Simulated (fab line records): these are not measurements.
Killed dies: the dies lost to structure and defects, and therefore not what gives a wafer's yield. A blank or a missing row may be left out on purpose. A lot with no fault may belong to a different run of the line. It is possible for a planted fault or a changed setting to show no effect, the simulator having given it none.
fab line records	flow nand_harc
record: lots: 7	wafers: 18	last_day: 24
route steps=1159 shown A_SLIT@802 A_SIN_REMOVE@804 A_WL_FILL@809 END@1159
lots that met no fault: from a run of the same line without faults
start_h: hours from the record's first day to the start of the lot's first wafer shown	wait_h: hours elapsed since this lot's preceding step	" as in the row above	L1.1+2: several wafers, shown together as one row	- either no value or no given start	* or withheld: withheld	< > ~ a bound
route shown NAME@n: names a module that has steps shown in the file, with the first one's number in the route	usual: average and standard deviation across the fault-free wafers	same: alike in all rows	chamber/n: place in a boat	sites: per-site readings	_std_site: standard deviation across them	_edge_site: mean of outer sites minus mean of inner sites	radius_mm: for every site, how far away it sits from the centre of the wafer	mask NAME#n: copy n	behind: the most recent tool/chamber to have shaped the wafer	hold: reason for holding the lot/hours on hold/outcome of the hold	device: names the non-switching transistor (n, p or np)	end of line: at the end of the route, the tests of the same wafers	for a step that has no rows: nothing shown but its recipe	killed: not the wafer's yield, but the dies lost to structure and defects at the first sort	map: per-die view of a wafer (x killed, . not killed, _ where there is no die)
set.NAME: the setting the step ran with; set.NAME@STEP: the setting that earlier step ran with	model.NAME: the simulator's own value behind a step, which no gauge read
lots at selected steps of the route; one table per step, one row per wafer
services: the hour from which a tool's chamber was out of use, counted from the record's first day as start_h (under 0 if before that day), plus the number of hours and why
== steps ==
step: NHARC_A_SLIT_SRD_20
step: NHARC_A_SLIT_CD_MEAS_21
usual: cd_nm: 289.6/0.72
lot.wafer	tool	chamber	start_h	wait_h	cd_nm
L306.3	cd_sem-03	-	330.48	-	290.3
L306.5	"	-	"	"	290.3
L306.6	"	-	"	"	290.2
L311.1	cd_sem-03	-	341.01	-	290.1
L311.2	"	-	"	"	289.1
L311.6	"	-	"	"	290.1
L317.3	cd_sem-03	-	387.45	-	289.9
L317.5	"	-	"	"	289.5
L319.3	cd_sem-03	-	396.69	-	290.7
L319.4	"	-	"	"	289.9
L322.3	cd_sem-01	-	414.58	-	289.3
L322.4	"	-	"	"	290.2
L323.1	cd_sem-03	-	431.62	-	289.0
L323.2	"	-	"	"	289.3
L323.6	"	-	"	"	288.3
L327.1	cd_sem-01	-	452.84	-	289.6
L327.2	"	-	"	"	289.9
L327.5	"	-	"	"	290.0
step: NHARC_A_SIN_REMOVE_WET_00
recipe: temp_c: 160	time_s: 15300	chemistry: H3PO4
step: NHARC_A_SIN_REMOVE_PRECLEAN_01
recipe: time_s: *	temp_c: 50	bath_age_min: 0	chemistry: SC1
step: NHARC_A_SIN_REMOVE_SRD_02
step: NHARC_A_SIN_REMOVE_INSPECT_04
usual: raw_defect_count: 299/99
lot.wafer	tool	chamber	start_h	wait_h	raw_defect_count
L306.3	defect_inspect-01	-	337.57	0.0	240
L306.5	"	-	"	"	281
L306.6	"	-	"	"	397
L311.1	defect_inspect-01	-	348.03	0.0	306
L311.2	"	-	"	"	334
L311.6	"	-	"	"	280
L317.3	defect_inspect-02	-	395.15	0.0	235
L317.5	"	-	"	"	219
L319.3	defect_inspect-02	-	404.46	0.0	276
L319.4	"	-	"	"	285
L322.3	defect_inspect-02	-	422.26	0.0	355
L322.4	"	-	"	"	483
L323.1	defect_inspect-02	-	437.45	0.0	244
L323.2	"	-	"	"	239
L323.6	"	-	"	"	246
L327.1	defect_inspect-02	-	460.50	0.0	231
L327.2	"	-	"	"	262
L327.5	"	-	"	"	285
step: NHARC_A_WL_FILL_ALD_00
recipe: target_thk_a: 30	pulse_time_s: 3	ald_cycles: 30	temp_c: 300	material: Al2O3
usual: heater_power_w: 489/69	precursor_pulse_height_rel: 1.001/0.02	susceptor_temp_C: 300.01/0.2
same: pulse_time_s: 3
lot.wafer	tool	chamber	start_h	wait_h	heater_power_w	precursor_pulse_height_rel	susceptor_temp_C
L306.3	ald_hk-03	0	337.66	0.1	514	0.975	300.21
L306.6	"	3	"	"	476	0.955	300.17
L306.5	"	0	"	"	492	1.012	300.13
L311.1	ald_hk-03	1	348.10	0.1	551	0.986	299.98
L311.2	"	2	"	"	413	0.999	299.97
L311.6	"	1	"	"	559	0.991	300.10
L317.3	ald_hk-01	2	395.30	0.1	452	1.014	299.74
L317.5	"	0	"	"	373	0.983	300.14
L319.3	ald_hk-03	2	404.54	0.1	396	1.035	299.81
L319.4	"	0	"	"	516	1.006	300.06
L322.4	ald_hk-03	3	422.47	0.2	483	1.010	299.74
L322.3	"	0	"	"	509	0.960	300.03
L323.1	ald_hk-01	1	437.56	0.1	509	0.992	299.94
L323.2	"	3	"	"	587	1.019	300.20
L323.6	"	2	"	"	445	1.019	299.90
L327.1	ald_hk-03	0	460.56	0.1	505	1.003	299.99
L327.2	"	3	"	"	479	0.981	300.27
L327.5	"	0	"	"	514	1.038	300.06
step: NHARC_A_WL_FILL_RTA_01
recipe: temp_c: 1000	time_s: 5
usual: lamp_power_pct: 34.8/1.2	lamp_zone_6_pct: 34.7/1.2	wafer_temp_C_max: 1005.7/1.9
lot.wafer	tool	chamber	start_h	wait_h	lamp_power_pct	lamp_zone_6_pct	wafer_temp_C_max
L306.3	rtp_anneal-01	0	337.95	-	33.3	33.2	1005.3
L306.5	"	0	"	"	33.3	33.2	1003.5
L306.6	"	0	"	"	33.3	33.3	1003.4
L311.1	rtp_anneal-02	0	348.36	-	35.7	35.8	1006.1
L311.2	"	0	"	"	35.8	35.7	1007.4
L311.6	"	0	"	"	35.8	35.7	1005.2
L317.3	rtp_anneal-02	0	395.54	-	35.8	35.7	1006.1
L317.5	"	0	"	"	35.8	35.8	1007.2
L319.3	rtp_anneal-01	0	405.03	-	33.4	33.3	1004.2
L319.4	"	0	"	"	33.3	33.3	1003.0
L322.3	rtp_anneal-02	0	422.97	-	35.8	35.7	1006.2
L322.4	"	0	"	"	35.8	35.7	1009.8
L323.1	rtp_anneal-01	0	437.90	-	33.4	33.3	1003.7
L323.2	"	0	"	"	33.3	33.3	1003.6
L323.6	"	0	"	"	33.3	33.3	1003.3
L327.1	rtp_anneal-02	0	460.82	-	35.8	35.7	1007.4
L327.2	"	0	"	"	35.8	35.7	1006.5
L327.5	"	0	"	"	35.8	35.7	1008.7
step: NHARC_A_WL_FILL_ALD_02
recipe: target_thk_a: 20	pulse_time_s: 3	ald_cycles: 100	temp_c: 450	material: TiN
usual: heater_power_w: 1078/88	precursor_pulse_height_rel: 1.001/0.019	susceptor_temp_C: 450.01/0.23
same: pulse_time_s: 3
lot.wafer	tool	chamber	start_h	wait_h	heater_power_w	precursor_pulse_height_rel	susceptor_temp_C
L306.3	ald_metal-01	0	338.22	0.2	940	0.969	450.35
L306.6	"	1	"	"	1089	0.999	450.21
L306.5	"	2	"	"	1077	0.995	450.44
L311.2	ald_metal-02	3	348.61	0.2	914	1.005	449.88
L311.1	"	1	"	"	1171	0.975	450.19
L311.6	"	3	"	"	921	1.034	449.89
L317.3	ald_metal-03	1	395.84	0.3	1106	1.031	450.06
L317.5	"	3	"	"	1126	0.981	449.81
L319.4	ald_metal-02	1	405.25	0.2	1148	0.988	450.01
L319.3	"	2	"	"	1043	1.015	449.74
L322.3	ald_metal-01	0	423.20	0.2	944	1.003	449.74
L322.4	"	1	"	"	1072	0.977	449.72
L323.2	ald_metal-03	1	438.20	0.3	1093	0.999	449.84
L323.1	"	3	"	"	1119	1.028	449.80
L323.6	"	1	"	"	1098	1.003	450.11
L327.2	ald_metal-02	3	461.11	0.2	912	0.988	449.74
L327.1	"	0	"	"	1125	0.992	450.17
L327.5	"	2	"	"	1074	1.004	449.83
step: NHARC_A_WL_FILL_CVD_03
recipe: target_thk_a: 400	temp_c: 300	pressure_torr: 40	wf6_flow_sccm: 40	h2_flow_sccm: 1600	ar_flow_sccm: 1560	time_s: 3302	material: W
usual: heater_power_w: 482/48	mfc_ar_sccm: 1560/4.5	susceptor_temp_C: 299.99/0.2	throttle_valve_pct: 7.8/0.37
lot.wafer	tool	chamber	start_h	wait_h	heater_power_w	mfc_ar_sccm	susceptor_temp_C	throttle_valve_pct
L306.3	cvd_w-02	1	341.35	2.9	443	1558	-	7.9
L306.6	"	0	"	"	556	1556	-	8.0
L306.5	"	1	"	"	439	1563	-	7.8
L311.1	cvd_w-01	1	349.01	0.1	464	1551	300.12	7.5
L311.2	"	0	"	"	472	1567	300.08	8.2
L311.6	"	0	351.36	2.4	464	1566	299.92	8.1
L317.3	cvd_w-02	0	397.48	1.4	568	1564	300.31	7.7
L317.5	"	1	398.88	2.8	440	1565	299.91	7.5
L319.3	cvd_w-01	1	409.89	4.3	461	1558	300.14	7.4
L319.4	"	0	"	"	478	1561	300.16	8.1
L322.4	cvd_w-01	1	424.49	1.0	453	1568	-	7.1
L322.3	"	0	"	"	476	1561	-	8.3
L323.2	cvd_w-02	0	441.19	2.6	566	1559	300.07	8.1
L323.1	"	1	"	"	445	1557	300.57	7.6
L323.6	"	1	443.55	5.0	422	1555	300.48	7.5
L327.1	cvd_w-02	1	467.83	6.4	439	1564	-	7.5
L327.2	"	0	"	"	575	1564	-	8.1
L327.5	"	0	470.16	8.7	561	1568	-	7.6
step: NHARC_A_WL_FILL_ETCHBACK_04
recipe: target_depth_a: 600	time_s: 120	chemistry: NF3
usual: drypump_motor_current_A: 5.62/0.23	oes_product_au: 1.000/0.0077	run_length_s: 141.05/0.26
lot.wafer	tool	chamber	start_h	wait_h	drypump_motor_current_A	oes_product_au	rf_hours_counter_h	run_length_s
L306.3	rie_metal-01	0	343.32	1.5	5.30	0.998	-	141.09
L306.6	"	1	"	"	5.85	1.013	-	140.94
L306.5	"	0	"	"	5.31	1.002	-	140.74
L311.2	rie_metal-03	0	352.31	2.4	5.70	1.004	2.2	140.73
L311.1	"	1	"	"	5.90	1.007	2.2	140.85
L311.6	"	1	"	"	5.91	1.002	-	141.17
L317.3	rie_metal-01	0	399.90	2.0	5.29	0.998	-	141.51
L317.5	"	0	"	"	5.29	1.002	-	62.97
L319.4	rie_metal-01	0	412.35	1.5	5.30	0.991	-	63.47
L319.3	"	1	"	"	5.88	0.998	-	140.91
L322.3	rie_metal-01	0	426.97	1.5	5.30	0.998	-	140.67
L322.4	"	0	"	"	5.30	1.005	-	63.09
L323.2	rie_metal-02	0	444.50	2.8	5.51	1.003	0.9	141.03
L323.1	"	1	"	"	5.41	1.012	0.9	140.97
L323.6	"	0	"	"	5.49	1.003	-	140.95
L327.1	rie_metal-03	0	471.11	2.8	5.73	0.998	0.0	141.09
L327.2	"	1	"	"	5.88	0.995	0.0	140.82
L327.5	"	0	"	"	5.72	1.008	-	140.91
step: NHARC_A_WL_FILL_ETCHBACK_05
recipe: target_depth_a: 220	time_s: 60	temp_c: 40	chemistry: Cl2/BCl3
usual: drypump_motor_current_A: 5.62/0.24	oes_product_au: 1.000/0.0083	run_length_s: 81.10/0.27
lot.wafer	tool	chamber	start_h	wait_h	drypump_motor_current_A	oes_product_au	rf_hours_counter_h	run_length_s
L306.3	rie_metal-01	0	343.49	0.1	5.28	0.996	-	80.75
L306.6	"	1	"	"	5.84	1.009	-	81.16
L306.5	"	0	"	"	5.29	1.008	-	80.70
L311.1	rie_metal-03	1	352.55	0.2	5.92	0.999	2.3	81.36
L311.2	"	0	"	"	5.71	0.995	2.3	81.25
L311.6	"	0	"	"	5.71	1.002	-	80.79
L317.3	rie_metal-01	0	400.12	0.2	5.30	1.001	-	81.01
L317.5	"	1	"	"	5.91	0.999	-	81.58
L319.4	rie_metal-01	0	412.54	0.2	5.30	1.008	-	80.80
L319.3	"	1	"	"	5.87	1.016	-	81.24
L322.3	rie_metal-01	0	427.32	0.3	5.31	1.021	-	80.65
L322.4	"	0	"	"	5.30	1.016	-	80.70
L323.2	rie_metal-02	0	444.74	0.2	5.55	0.989	1.1	81.11
L323.1	"	1	"	"	5.43	1.008	1.1	80.93
L323.6	"	0	"	"	5.54	0.980	-	81.39
L327.1	rie_metal-03	1	471.35	0.2	5.91	0.995	0.1	80.91
L327.2	"	0	"	"	5.72	0.989	0.1	81.25
L327.5	"	1	"	"	5.94	0.995	-	81.59
step: NHARC_END_SORT_01
recipe: temp_c: 25
usual: killed_at_array: 26/11	killed_at_other: 0.6/1	killed_at_periphery: 3.1/2.1	killed_dies: 30/11	killed_open: 3.4/1.8	killed_short: 2.1/1.5
same: gross_dies: 677
lot.wafer	tool	chamber	start_h	wait_h	killed_at_array	killed_at_other	killed_at_periphery	killed_dies	killed_open	killed_short
L317.5	prober-02	0	497.78	3.7	672	4	1	677	4	3
L319.4	prober-01	0	512.48	3.4	675	0	2	677	3	4
L322.4	prober-02	0	529.85	3.4	674	0	3	677	5	2
killed by level:class
L317.5 A_WL_FILL:area_etchback=649 A_CONTACT:chamber_film_flake=13 THIN_TSV:chamber_film_flake=4 A_CHANNEL_HOLE_D1:chamber_film_flake=3 P_CONTACT:geometric_particle:open=1 A_ONON_D1:geometric_particle:open=1 A_ONON_D1:geometric_particle:short=1 A_CHANNEL_HOLE_D1:geometric_particle:short=1
L319.4 A_WL_FILL:area_etchback=629 A_CHANNEL_HOLE_D1:chamber_film_flake=15 A_SLIT:chamber_film_flake=15 A_WL_FILL:chamber_film_flake=3 P_M1:geometric_particle:short=2 A_ONON_D1:geometric_particle:open=2 A_ZERO_WELL:chamber_film_flake=2 A_CHANNEL_FILL_D1:chamber_film_flake=2
L322.4 A_WL_FILL:area_etchback=640 A_CHANNEL_HOLE_D1:chamber_film_flake=19 A_CONTACT:chamber_film_flake=6 A_WL_FILL:chamber_film_flake=3 A_CONTACT:geometric_particle:open=2 A_CHANNEL_FILL_D1:chamber_film_flake=2 P_STI:geometric_particle:open=1 P_M0:geometric_particle:open=1
map L317.5 (x killed, . not)
____________x____________
_________xxxxxxx_________
_______xxxxxxxxxxx_______
______xxxxxxxxxxxxx______
_____xxxxxxxxxxxxxxx_____
____xxxxxxxxxxxxxxxxx____
____xxxxxxxxxxxxxxxxx____
___xxxxxxxxxxxxxxxxxxx___
___xxxxxxxxxxxxxxxxxxx___
__xxxxxxxxxxxxxxxxxxxxx__
__xxxxxxxxxxxxxxxxxxxxx__
_xxxxxxxxxxxxxxxxxxxxxxx_
_xxxxxxxxxxxxxxxxxxxxxxx_
_xxxxxxxxxxxxxxxxxxxxxxx_
_xxxxxxxxxxxxxxxxxxxxxxx_
_xxxxxxxxxxxxxxxxxxxxxxx_
xxxxxxxxxxxxxxxxxxxxxxxxx
xxxxxxxxxxxxxxxxxxxxxxxxx
xxxxxxxxxxxxxxxxxxxxxxxxx
xxxxxxxxxxxxxxxxxxxxxxxxx
xxxxxxxxxxxxxxxxxxxxxxxxx
_xxxxxxxxxxxxxxxxxxxxxxx_
_xxxxxxxxxxxxxxxxxxxxxxx_
_xxxxxxxxxxxxxxxxxxxxxxx_
_xxxxxxxxxxxxxxxxxxxxxxx_
_xxxxxxxxxxxxxxxxxxxxxxx_
__xxxxxxxxxxxxxxxxxxxxx__
__xxxxxxxxxxxxxxxxxxxxx__
___xxxxxxxxxxxxxxxxxxx___
___xxxxxxxxxxxxxxxxxxx___
____xxxxxxxxxxxxxxxxx____
____xxxxxxxxxxxxxxxxx____
_____xxxxxxxxxxxxxxx_____
______xxxxxxxxxxxxx______
_______xxxxxxxxxxx_______
_________xxxxxxx_________
____________x____________
map L319.4 (x killed, . not)
____________x____________
_________xxxxxxx_________
_______xxxxxxxxxxx_______
______xxxxxxxxxxxxx______
_____xxxxxxxxxxxxxxx_____
____xxxxxxxxxxxxxxxxx____
____xxxxxxxxxxxxxxxxx____
___xxxxxxxxxxxxxxxxxxx___
___xxxxxxxxxxxxxxxxxxx___
__xxxxxxxxxxxxxxxxxxxxx__
__xxxxxxxxxxxxxxxxxxxxx__
_xxxxxxxxxxxxxxxxxxxxxxx_
_xxxxxxxxxxxxxxxxxxxxxxx_
_xxxxxxxxxxxxxxxxxxxxxxx_
_xxxxxxxxxxxxxxxxxxxxxxx_
_xxxxxxxxxxxxxxxxxxxxxxx_
xxxxxxxxxxxxxxxxxxxxxxxxx
xxxxxxxxxxxxxxxxxxxxxxxxx
xxxxxxxxxxxxxxxxxxxxxxxxx
xxxxxxxxxxxxxxxxxxxxxxxxx
xxxxxxxxxxxxxxxxxxxxxxxxx
_xxxxxxxxxxxxxxxxxxxxxxx_
_xxxxxxxxxxxxxxxxxxxxxxx_
_xxxxxxxxxxxxxxxxxxxxxxx_
_xxxxxxxxxxxxxxxxxxxxxxx_
_xxxxxxxxxxxxxxxxxxxxxxx_
__xxxxxxxxxxxxxxxxxxxxx__
__xxxxxxxxxxxxxxxxxxxxx__
___xxxxxxxxxxxxxxxxxxx___
___xxxxxxxxxxxxxxxxxxx___
____xxxxxxxxxxxxxxxxx____
____xxxxxxxxxxxxxxxxx____
_____xxxxxxxxxxxxxxx_____
______xxxxxxxxxxxxx______
_______xxxxxxxxxxx_______
_________xxxxxxx_________
____________x____________
== services ==
tool	chamber	start_h	hours	kind
ald_metal-03	-	322.00	10.0	pm
ald_hk-03	-	322.75	10.0	pm
rie_metal-01	-	332.00	9.0	pm
rie_metal-01	0	332.00	9.0	vent_cycle
rie_metal-01	1	332.00	9.0	vent_cycle
ald_metal-03	2	335.84	25.2	repair
rie_metal-03	-	344.99	1.6	repair
ald_metal-02	1	354.27	4.6	repair
ald_metal-02	0	354.89	6.0	repair
rie_metal-03	0	363.74	4.6	repair
ald_metal-02	-	364.00	10.0	pm
ald_metal-01	3	365.64	11.4	repair
cvd_w-02	-	381.32	13.0	pm
rie_metal-02	-	388.00	9.0	pm
ald_metal-02	0	397.28	4.0	repair
ald_hk-03	-	404.76	2.3	repair
ald_hk-01	-	411.53	10.0	pm
ald_hk-01	-	421.73	0.8	repair
rie_metal-01	1	422.97	19.5	repair
ald_metal-01	-	436.98	1.3	repair
rie_metal-03	-	437.05	0.6	repair
rie_metal-03	-	453.00	9.0	pm
rie_metal-02	0	456.99	16.7	repair
ald_metal-01	-	458.00	10.0	pm
== key ==
first_sign: step: NHARC_A_WL_FILL_ETCHBACK_04	reading: run_length_s	direction: down	sigmas: 99+	usual: *	struck: *
effect: step: NHARC_END_SORT_01	reading: killed_dies	direction: up	sigmas: 59	usual: 30	struck: 677
more_kills_born_at: NHARC_A_WL_FILL_ETCHBACK_04@rie_metal-01: 1918
met_at NHARC_A_WL_FILL_ETCHBACK_04
struck_wafers L317.5,L319.4,L322.4
later_rows_left_out L317.5,L319.4,L322.4
tester_left_out L317,L319,L322
onset_between 343.32 399.90
fault: kind: process_parameter_drift	tool: rie_metal-01	chamber: -	onset_h: 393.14	steps: NHARC_A_WL_FILL_ETCHBACK_04	channel: time_s	offset: *	shape: step	end_h: 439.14	scope: struck_wafers_only	acts_in: *	stated: *
tester_left_out: of these lots the tester's yield and bins aren't shown, on N5 and GAA mostly nor the transistor test; their killed dies are dies lost to structure and defects alone, not to doping, threshold or leakage, so they don't give the yield
later_rows_left_out: the simulator's readings of these wafers behind a module that went badly wrong aren't trusted and aren't shown, but for the sort
